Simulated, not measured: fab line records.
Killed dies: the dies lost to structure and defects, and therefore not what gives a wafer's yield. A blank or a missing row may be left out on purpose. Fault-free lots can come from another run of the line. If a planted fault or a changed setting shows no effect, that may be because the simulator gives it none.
fab line records -- flow n5Finfet
[record] lots = 12, wafers = 34, lastDay = 18
route steps=1938 shown HKMG_FIN@420 PASSIVATION@1936
lots with no fault: from the same line, run without faults
startH: hours from the record's first day to the start of the lot's first wafer shown -- waitH: hours elapsed since this lot's preceding step -- " as in the row above -- L1.1+2: one row covering several wafers at once -- - either no value or no given start -- * or withheld: withheld -- < > ~ a bound
route shown NAME@n: NAME is a module with steps in the file, n the number in the route of the first one -- usual: mean/standard deviation of fault-free wafers -- same: alike in all rows -- chamber/n: place in a boat -- sites: the reading at each site -- _std_site: the values' standard deviation -- _edge_site: the outer-site mean with the inner-site mean subtracted -- radiusMm: for every site, how far away it sits from the centre of the wafer -- mask NAME#n: copy n -- behind: the last tool/chamber to shape the wafer -- hold: reason for holding the lot/hours on hold/outcome of the hold -- device: transistor that didn't switch, given as n, p or np -- end of line: the same wafers' tests at the end of the route -- for a step that has no rows: nothing shown but its recipe -- killed: dies lost to structure and defects at the first sort, not the wafer's yield -- map: the dies of a wafer, with x for killed, . for not killed, _ for no die there
set.NAME: setting as actually run; set.NAME@STEP: the setting as run at that earlier step -- model.NAME: the simulator's own value behind a step, which no gauge read
steps of the route over a sample of lots; a table a step, a row a wafer
services: the hour from which a tool's chamber was out of use, counted from the record's first day as startH (under 0 if before that day), plus the number of hours and why
[[steps]]
[step N5_HKMG_FIN_THK_MEAS_70]
[recipe] thkMeasGauge = xrf, reads = HfO2_of_HKMG_FIN_HK_ALD_01
[usual] HK_THK = 1.596/0.019
lot.wafer,tool,chamber,startH,waitH,HK_THK[nm]
L831.2,filmMetro-01,-,77.54,0.2,1.612
L831.3,filmMetro-01,-,77.54,0.2,1.598
L831.5,filmMetro-01,-,77.54,0.2,1.620
L832.3,filmMetro-01,-,79.99,0.2,1.610
L832.4,filmMetro-01,-,79.99,0.2,1.617
L832.6,filmMetro-01,-,79.99,0.2,1.598
L833.1,filmMetro-02,-,87.54,0.2,1.605
L833.2,filmMetro-02,-,87.54,0.2,1.615
L833.6,filmMetro-02,-,87.54,0.2,1.618
L834.3,filmMetro-01,-,92.38,0.2,1.611
L834.4,filmMetro-01,-,92.38,0.2,1.613
L834.5,filmMetro-01,-,92.38,0.2,1.594
L836.1,filmMetro-02,-,104.23,0.2,1.596
L836.6,filmMetro-02,-,104.23,0.2,1.586
L838.4,filmMetro-02,-,120.27,0.2,1.625
L838.6,filmMetro-02,-,120.27,0.2,1.576
L839.2,filmMetro-02,-,126.13,0.2,1.605
L839.4,filmMetro-02,-,126.13,0.2,1.625
L839.5,filmMetro-02,-,126.13,0.2,1.604
L843.1,filmMetro-02,-,145.73,0.2,1.597
L843.3,filmMetro-02,-,145.73,0.2,1.581
L843.5,filmMetro-02,-,145.73,0.2,1.554
L845.1,filmMetro-01,-,157.67,0.2,1.584
L845.3,filmMetro-01,-,157.67,0.2,1.593
L845.4,filmMetro-01,-,157.67,0.2,1.596
L852.4,filmMetro-01,-,205.18,0.2,1.610
L852.5,filmMetro-01,-,205.18,0.2,1.613
L852.6,filmMetro-01,-,205.18,0.2,1.600
L853.3,filmMetro-02,-,205.73,0.2,1.629
L853.5,filmMetro-02,-,205.73,0.2,1.569
L853.6,filmMetro-02,-,205.73,0.2,1.564
L854.2,filmMetro-02,-,218.11,0.2,1.568
L854.3,filmMetro-02,-,218.11,0.2,1.612
L854.5,filmMetro-02,-,218.11,0.2,1.591
[step N5_HKMG_FIN_ETCH_32]
[recipe] chemistry = N2/H2, target = SOC, targetDepthA = 2400, tempC = 40, timeS = 300, ionEnergyEv = 200, maskMaterial = SiARC, pressureMtorr = 30, sourceW = 840, biasW = 150, n2FlowSccm = 200, h2FlowSccm = 200
[usual] drypumpMotorCurrentA = 5.7/0.41, oesProductAu = 0.79/0.047, rfVppV = 523.3/2.3, showerheadPlenumPTorr = 2.52/0.088, throttleValvePct = 17.83/0.23
lot.wafer,tool,chamber,startH,waitH,drypumpMotorCurrentA,oesProductAu,rfHoursCounterH,rfVppV,showerheadPlenumPTorr,throttleValvePct
L831.2,rieDiel-01,2,78.47,0.0,5.6,0.85,53,523.8,2.58,17.62
L831.3,rieDiel-01,3,78.47,0.0,5.4,0.79,106,521.0,2.47,18.08
L831.5,rieDiel-01,0,78.47,0.0,6.2,0.79,-,521.6,2.44,17.72
L832.3,rieDiel-01,2,80.92,0.0,5.6,0.85,54,525.6,2.58,17.61
L832.4,rieDiel-01,0,80.92,0.0,6.2,0.79,-,521.2,2.44,17.73
L832.6,rieDiel-01,3,80.92,0.0,5.4,0.78,-,521.1,2.47,18.08
L833.1,rieDiel-04,2,88.59,0.0,4.8,0.71,244,524.5,2.64,18.49
L833.2,rieDiel-04,1,88.59,0.0,5.8,0.80,100,524.8,2.57,17.68
L833.6,rieDiel-04,2,88.59,0.0,4.8,0.71,-,526.8,2.64,18.49
L834.3,rieDiel-04,1,93.31,0.0,5.8,0.80,102,524.1,2.57,17.69
L834.4,rieDiel-04,2,93.31,0.0,4.7,0.71,-,525.6,2.64,18.50
L834.5,rieDiel-04,1,93.31,0.0,5.8,0.80,-,524.3,2.57,17.70
L836.1,rieDiel-04,3,105.34,0.0,5.7,0.73,172,526.6,2.64,17.87
L836.6,rieDiel-04,3,105.34,0.0,5.6,0.75,-,526.7,2.64,17.88
L838.4,rieDiel-04,1,121.28,0.1,5.8,0.78,-,523.0,2.56,17.71
L838.6,rieDiel-04,3,121.28,0.1,5.7,0.73,-,526.0,2.63,17.89
L839.2,rieDiel-04,3,127.18,0.0,5.6,0.74,180,527.8,2.63,17.88
L839.4,rieDiel-04,2,127.18,0.0,4.8,0.99,0,526.6,2.64,18.05
L839.5,rieDiel-04,2,127.18,0.0,4.8,0.99,-,526.2,2.64,18.07
L843.1,rieDiel-02,1,146.65,0.0,5.2,0.78,114,524.0,2.56,17.85
L843.3,rieDiel-02,0,146.65,0.0,6.2,0.82,110,520.6,2.43,17.79
L843.5,rieDiel-02,3,146.65,0.0,4.9,0.87,-,524.9,2.63,17.99
L845.1,rieDiel-02,3,158.60,0.0,4.9,0.87,40,526.9,2.62,17.99
L845.3,rieDiel-02,1,158.60,0.0,5.2,0.77,118,523.7,2.55,17.85
L845.4,rieDiel-02,2,158.60,0.0,5.8,0.75,92,528.5,2.70,17.95
L852.4,rieDiel-04,1,206.19,0.1,5.8,0.76,-,524.3,2.55,17.77
L852.5,rieDiel-04,3,206.19,0.1,5.7,0.71,-,527.3,2.62,17.92
L852.6,rieDiel-04,2,206.19,0.1,4.7,0.90,-,524.2,2.63,18.11
L853.3,rieDiel-02,1,206.78,0.0,5.2,0.76,133,523.9,2.55,17.87
L853.5,rieDiel-02,1,206.78,0.0,5.2,0.75,-,525.8,2.55,17.88
L853.6,rieDiel-02,2,206.78,0.0,5.8,0.74,-,526.2,2.69,17.99
L854.2,rieDiel-01,3,219.34,0.0,5.4,0.75,143,520.2,2.46,18.14
L854.3,rieDiel-01,1,219.34,0.0,5.8,0.78,110,520.6,2.43,17.46
L854.5,rieDiel-01,3,219.34,0.0,5.4,0.75,-,521.9,2.46,18.16
[step N5_HKMG_FIN_ETCH_35]
[recipe] chemistry = N2/H2, target = SOC, targetDepthA = 2158, ionEnergyEv = 65, biasW = 5, sourceW = 3000, timeS = 243.4, pressureMtorr = 30, n2FlowSccm = 200, h2FlowSccm = 200
[usual] drypumpMotorCurrentA = 5.7/0.41, oesProductAu = 0.79/0.047, rfVppV = 141.4/0.97, showerheadPlenumPTorr = 2.52/0.088, throttleValvePct = 17.84/0.23
lot.wafer,tool,chamber,startH,waitH,drypumpMotorCurrentA,oesProductAu,rfHoursCounterH,rfVppV,showerheadPlenumPTorr,throttleValvePct
L831.2,rieDiel-01,2,78.68,0.0,5.6,0.85,54,142.3,2.59,17.64
L831.3,rieDiel-01,3,78.68,0.0,5.4,0.77,106,141.8,2.47,18.10
L831.5,rieDiel-01,0,78.68,0.0,6.2,0.79,-,139.8,2.44,17.76
L832.3,rieDiel-01,2,81.13,0.0,5.6,0.86,54,141.7,2.58,17.61
L832.4,rieDiel-01,0,81.13,0.0,6.2,0.80,-,141.1,2.44,17.75
L832.6,rieDiel-01,3,81.13,0.0,5.4,0.77,-,142.3,2.47,18.10
L833.1,rieDiel-04,2,88.80,0.0,4.7,0.72,245,142.1,2.64,18.50
L833.2,rieDiel-04,1,88.80,0.0,5.8,0.80,100,140.6,2.57,17.68
L833.6,rieDiel-04,2,88.80,0.0,4.7,0.71,-,141.2,2.64,18.50
L834.3,rieDiel-04,1,93.52,0.0,5.8,0.79,102,141.4,2.57,17.71
L834.4,rieDiel-04,2,93.52,0.0,4.7,0.71,-,141.7,2.64,18.52
L834.5,rieDiel-04,1,93.52,0.0,5.8,0.79,-,140.7,2.57,17.69
L836.1,rieDiel-04,3,105.55,0.0,5.7,0.73,172,142.5,2.64,17.88
L836.6,rieDiel-04,3,105.55,0.0,5.7,0.74,-,143.3,2.64,17.86
L838.4,rieDiel-04,1,121.48,0.1,5.8,0.79,-,142.2,2.56,17.72
L838.6,rieDiel-04,3,121.48,0.1,5.7,0.73,-,141.1,2.63,17.89
L839.2,rieDiel-04,3,127.39,0.0,5.7,0.72,180,142.7,2.63,17.88
L839.4,rieDiel-04,2,127.39,0.0,4.7,0.99,0,142.4,2.64,18.06
L839.5,rieDiel-04,2,127.39,0.0,4.7,0.99,-,142.0,2.64,18.07
L843.1,rieDiel-02,1,146.86,0.0,5.2,0.78,114,142.5,2.56,17.85
L843.3,rieDiel-02,0,146.86,0.0,6.1,0.82,110,140.1,2.43,17.79
L843.5,rieDiel-02,3,146.86,0.0,4.9,0.87,-,142.5,2.63,18.00
L845.1,rieDiel-02,3,158.81,0.0,4.9,0.87,40,142.1,2.62,18.01
L845.3,rieDiel-02,1,158.81,0.0,5.2,0.78,118,142.5,2.55,17.85
L845.4,rieDiel-02,2,158.81,0.0,5.8,0.75,92,142.6,2.70,17.98
L852.4,rieDiel-04,1,206.39,0.1,5.8,0.75,-,142.1,2.55,17.78
L852.5,rieDiel-04,3,206.39,0.1,5.7,0.71,-,142.6,2.62,17.92
L852.6,rieDiel-04,2,206.39,0.1,4.7,0.91,-,141.0,2.62,18.13
L853.3,rieDiel-02,1,206.99,0.0,5.2,0.76,133,142.1,2.55,17.90
L853.5,rieDiel-02,1,206.99,0.0,5.2,0.76,-,140.9,2.55,17.88
L853.6,rieDiel-02,2,206.99,0.0,5.8,0.75,-,142.4,2.69,17.98
L854.2,rieDiel-01,3,219.55,0.0,5.4,0.75,143,141.3,2.46,18.17
L854.3,rieDiel-01,1,219.55,0.0,5.8,0.78,110,140.8,2.43,17.47
L854.5,rieDiel-01,3,219.55,0.0,5.4,0.75,-,141.1,2.46,18.14
[step N5_HKMG_FIN_ALD_91]
[recipe] material = TiN, targetThkA = 10, tempC = 400, aldPrecursorFamily = TiCl4, aldCoReactant = NH3, pulseTimeS = 1, purgeTimeS = 3, coReactantPurgeTimeS = 2, coReactantPulseTimeS = 2, aldCycles = 47, pressureTorr = 3
[usual] aldCycles = 47/0, heaterPowerW = 884/100, precursorPulseHeightRel = 0.998/0.021
[same] coReactantPurgeTimeS = 2, purgeTimeS = 3
lot.wafer,tool,chamber,startH,waitH,aldCycles,heaterPowerW,precursorPulseHeightRel
L831.2,aldMetal-03,1,79.36,0.3,47,846,0.992
L831.3,aldMetal-03,2,79.36,0.3,47,773,0.991
L831.5,aldMetal-03,1,79.36,0.3,47,836,1.013
L832.3,aldMetal-02,3,81.81,0.1,47,758,0.976
L832.4,aldMetal-02,0,81.81,0.1,47,851,1.023
L832.6,aldMetal-02,3,81.81,0.1,47,766,0.977
L833.1,aldMetal-04,3,89.48,0.3,47,733,0.989
L833.2,aldMetal-04,0,89.48,0.3,47,955,1.017
L833.6,aldMetal-04,3,89.48,0.3,47,740,1.004
L834.3,aldMetal-04,0,94.20,0.1,47,950,1.051
L834.4,aldMetal-04,1,94.20,0.1,47,975,1.000
L834.5,aldMetal-04,3,94.20,0.1,47,747,0.986
L836.1,aldMetal-04,2,106.23,0.3,47,1074,1.015
L836.6,aldMetal-04,1,106.23,0.3,47,980,1.022
L838.4,aldMetal-02,2,122.08,0.1,47,823,1.007
L838.6,aldMetal-02,2,122.08,0.1,47,853,1.018
L839.2,aldMetal-04,0,128.07,0.3,47,938,1.017
L839.4,aldMetal-04,2,128.07,0.3,47,1080,1.008
L839.5,aldMetal-04,3,128.07,0.3,47,740,1.019
L843.1,aldMetal-04,3,147.55,0.3,44,729,0.988
L843.3,aldMetal-04,2,147.55,0.3,47,1065,0.987
L843.5,aldMetal-04,2,147.55,0.3,47,1060,0.987
L845.1,aldMetal-04,3,159.49,0.3,44,751,1.011
L845.3,aldMetal-04,1,159.49,0.3,47,963,0.972
L845.4,aldMetal-04,2,159.49,0.3,47,1060,1.014
L852.4,aldMetal-03,3,206.99,0.1,47,953,0.969
L852.5,aldMetal-03,1,206.99,0.1,47,847,0.998
L852.6,aldMetal-03,0,206.99,0.1,47,886,0.995
L853.3,aldMetal-02,2,207.67,0.1,47,851,0.995
L853.5,aldMetal-02,0,207.67,0.1,47,832,1.052
L853.6,aldMetal-02,3,207.67,0.1,47,740,0.975
L854.2,aldMetal-03,3,220.23,0.3,47,926,1.006
L854.3,aldMetal-03,0,220.23,0.3,47,900,1.016
L854.5,aldMetal-03,2,220.23,0.3,47,786,0.983
[step N5_PASSIVATION_PROBE_49]
[usual] killed_at_M0_to_M3 = 34/11, killed_at_M4_up = 14/5.6, killedAtContacts = 13/5.9, killedAtFrontEnd = 40/11, killedAtOther = 4/3.1, killedDies = 105/16, killedOpen = 68/11, killedShort = 34/8.4
[same] grossDies = 1180, killedAtBackSide = 0
lot.wafer,tool,chamber,startH,waitH,killed_at_M0_to_M3,killed_at_M4_up,killedAtContacts,killedAtFrontEnd,killedAtOther,killedDies,killedOpen,killedShort
L833.1,prober-02,-,295.38,0.0,35,10,23,44,2,114,70,44
L833.2,prober-02,-,295.43,0.1,22,8,10,42,7,89,49,39
L833.6,prober-02,-,295.63,0.3,46,10,5,38,1,100,64,36
L836.1,prober-01,-,325.12,0.0,30,9,22,42,1,104,77,27
L836.6,prober-01,-,325.37,0.3,27,12,6,42,4,91,69,20
L843.1,prober-01,-,347.38,0.0,21,15,7,54,11,108,60,29
L843.3,prober-01,-,347.48,0.1,46,13,6,58,12,135,86,39
L843.5,prober-01,-,347.58,0.2,46,12,14,49,9,130,78,36
L845.1,prober-02,-,380.88,0.0,41,8,14,47,13,123,66,40
L845.3,prober-02,-,380.98,0.1,36,17,10,44,8,115,76,37
L845.4,prober-02,-,381.03,0.2,36,14,8,42,6,106,61,43
L852.4,prober-02,-,430.08,1.6,26,21,23,50,2,122,86,36
L852.5,prober-02,-,430.13,1.6,42,19,11,23,2,97,73,24
L852.6,prober-02,-,430.18,1.7,30,31,7,40,6,114,85,27
// killed by level:class
L833.1 MOL_CONTACT_COAG:geometricParticle:open=21 FIN_SAQP:geometricParticle:open=12 BEOL_M0_SAQP:geometricParticle:open=10 BEOL_M0_SAQP:geometricParticle:short=9 GATE_CUT:geometricParticle:short=8 BEOL_M2:geometricParticle:open=5 FIN_SAQP:geometricParticle:short=4 BEOL_M5:geometricParticle:open=4
L833.2 FIN_SAQP:geometricParticle:short=10 GATE_CUT:geometricParticle:short=7 MOL_CONTACT_COAG:geometricParticle:open=6 BEOL_M2:geometricParticle:open=6 FIN_SAQP:geometricParticle:open=5 FIN_CUT:geometricParticle:short=4 DUMMY_GATE:geometricParticle:open=4 MOL_CONTACT_COAG:geometricParticle:short=4
L833.6 BEOL_M0_SAQP:geometricParticle:open=19 STI_FIN_REVEAL:geometricParticle:open=14 BEOL_M0_SAQP:geometricParticle:short=10 BEOL_M2:geometricParticle:open=7 GATE_CUT:geometricParticle:short=5 BEOL_M2:geometricParticle:short=5 FIN_SAQP:geometricParticle:open=4 STARTING-WAFER:geometricParticle:open=4
L836.1 MOL_CONTACT_COAG:geometricParticle:open=18 BEOL_M3:geometricParticle:open=12 FIN_SAQP:geometricParticle:open=11 STI_FIN_REVEAL:geometricParticle:open=9 BEOL_M0_SAQP:geometricParticle:short=6 FIN_SAQP:geometricParticle:short=5 BEOL_M0_SAQP:geometricParticle:open=5 DUMMY_GATE:geometricParticle:open=4
L836.6 FIN_SAQP:geometricParticle:open=13 STI_FIN_REVEAL:geometricParticle:open=12 BEOL_M2:geometricParticle:open=11 BEOL_M0_SAQP:geometricParticle:open=7 FIN_SAQP:geometricParticle:short=6 MOL_CONTACT_COAG:geometricParticle:open=6 BEOL_M0_SAQP:geometricParticle:short=6 BEOL_M7:geometricParticle:open=4
L843.1 HKMG_FIN:areaAld=18 STI_FIN_REVEAL:geometricParticle:open=9 MOL_CONTACT_COAG:geometricParticle:open=7 BEOL_M0_SAQP:geometricParticle:short=6 BEOL_M5:geometricParticle:open=6 BEOL_M2:geometricParticle:open=6 GATE_CUT:geometricParticle:open=5 BEOL_M0_SAQP:geometricParticle:open=5
L843.3 BEOL_M3:geometricParticle:open=14 FIN_SAQP:geometricParticle:short=11 BEOL_M2:geometricParticle:open=11 HKMG_FIN:areaEtch=10 DUMMY_GATE:geometricParticle:open=8 BEOL_M0_SAQP:geometricParticle:short=8 STI_FIN_REVEAL:geometricParticle:open=7 GATE_CUT:geometricParticle:open=6
L843.5 HKMG_FIN:areaEtch=15 MOL_CONTACT_COAG:geometricParticle:open=14 BEOL_M0_SAQP:geometricParticle:short=10 BEOL_M2:geometricParticle:open=9 BEOL_M0_SAQP:geometricParticle:open=7 FIN_SAQP:geometricParticle:open=6 FIN_SAQP:geometricParticle:short=6 BEOL_M1:geometricParticle:open=6
L845.1 HKMG_FIN:areaAld=15 BEOL_M2:geometricParticle:open=13 BEOL_M0_SAQP:geometricParticle:short=11 MOL_CONTACT_COAG:geometricParticle:open=10 FIN_SAQP:geometricParticle:short=7 FIN_SAQP:geometricParticle:open=6 BEOL_M0_SAQP:geometricParticle:open=5 STI_FIN_REVEAL:geometricParticle:open=4
L845.3 FIN_SAQP:geometricParticle:open=14 FIN_SAQP:geometricParticle:short=8 MOL_CONTACT_COAG:geometricParticle:open=8 BEOL_M0_SAQP:geometricParticle:short=8 BEOL_M1:geometricParticle:open=8 BEOL_M2:geometricParticle:open=6 STI_FIN_REVEAL:geometricParticle:open=5 BEOL_M0_SAQP:geometricParticle:open=5
L845.4 BEOL_M0_SAQP:geometricParticle:short=10 BEOL_M1:geometricParticle:open=10 FIN_SAQP:geometricParticle:short=9 STI_FIN_REVEAL:geometricParticle:open=8 MOL_CONTACT_COAG:geometricParticle:open=6 DUMMY_GATE:geometricParticle:open=5 BEOL_M0_SAQP:geometricParticle:open=5 FIN_SAQP:geometricParticle:open=4
L852.4 MOL_CONTACT_COAG:geometricParticle:open=16 FIN_SAQP:geometricParticle:open=13 STI_FIN_REVEAL:geometricParticle:open=11 BEOL_M4:geometricParticle:open=11 BEOL_M0_SAQP:geometricParticle:open=9 MOL_CONTACT_COAG:geometricParticle:short=7 GATE_CUT:geometricParticle:open=5 BEOL_M0_SAQP:geometricParticle:short=5
L852.5 BEOL_M3:geometricParticle:open=12 FIN_SAQP:geometricParticle:open=9 BEOL_M0_SAQP:geometricParticle:open=9 MOL_CONTACT_COAG:geometricParticle:open=8 BEOL_M0_SAQP:geometricParticle:short=7 BEOL_M2:geometricParticle:open=6 BEOL_M4:geometricParticle:open=6 BEOL_M1:geometricParticle:open=4
L852.6 BEOL_M4:geometricParticle:open=18 STI_FIN_REVEAL:geometricParticle:open=18 BEOL_M3:geometricParticle:open=7 MOL_CONTACT_COAG:geometricParticle:open=6 BEOL_M0_SAQP:geometricParticle:short=6 FIN_SAQP:geometricParticle:open=5 ILD0:geometricParticle:open=5 BEOL_M5:geometricParticle:open=5
[[services]]
tool,chamber,startH,hours,kind
rieDiel-01,-,55.43,14.6,pm
rieDiel-01,1,71.65,13.0,repair
rieDiel-04,3,85.35,15.4,repair
rieDiel-01,3,89.17,31.4,repair
aldMetal-03,-,96.98,0.6,repair
rieDiel-04,2,100.77,-,clean
rieDiel-04,2,100.77,-,consumableReplace:focusRing
rieDiel-04,2,100.77,24.5,scheduledDown
rieDiel-04,2,100.77,24.5,ventCycle
rieDiel-01,-,116.22,0.3,repair
rieDiel-04,-,134.04,2.8,pm
rieDiel-02,2,180.71,1.5,repair
rieDiel-02,3,182.82,5.4,repair
rieDiel-04,0,204.10,-,clean
rieDiel-04,0,204.10,-,consumableReplace:focusRing
rieDiel-04,0,204.10,-,consumableReplace:showerhead
rieDiel-04,0,204.10,12.5,scheduledDown
rieDiel-04,0,204.10,12.5,ventCycle
aldMetal-04,-,205.36,2.8,pm
rieDiel-01,-,205.96,2.7,repair
rieDiel-04,1,218.53,47.5,repair
[[key]]
[firstSign] step = N5_HKMG_FIN_ALD_91, reading = aldCycles, direction = down, sigmas = 99+, usual = *, struck = *
effect none on later readings
metAt N5_HKMG_FIN_ALD_91
struckLots L843,L845
struckWafers L843.1,L845.1
testerLeftOut L843,L845
[baselineLoss] step = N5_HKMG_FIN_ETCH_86, wafers = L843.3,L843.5
notActingAt N5_HKMG_FIN_THK_MEAS_70,N5_HKMG_FIN_ETCH_32,N5_HKMG_FIN_ETCH_35
onsetBetween 128.07 147.55
[fault] kind = processParameterDrift, tool = aldMetal-04, chamber = -, onsetH = 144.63, steps = N5_HKMG_FIN_ALD_91, channel = aldCycles, offset = *, shape = step, endH = 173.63, scope = struckWafersOnly, actsIn = *, stated = *
// testerLeftOut: of these lots the tester's yield and bins aren't shown, on N5 and GAA mostly nor the transistor test; their killed dies are dies lost to structure and defects alone, not to doping, threshold or leakage, so they don't give the yield
// baselineLoss: these wafers lose ten dies or more at that step, a loss of the line's own and not of a fault; the sort's usual values leave them out
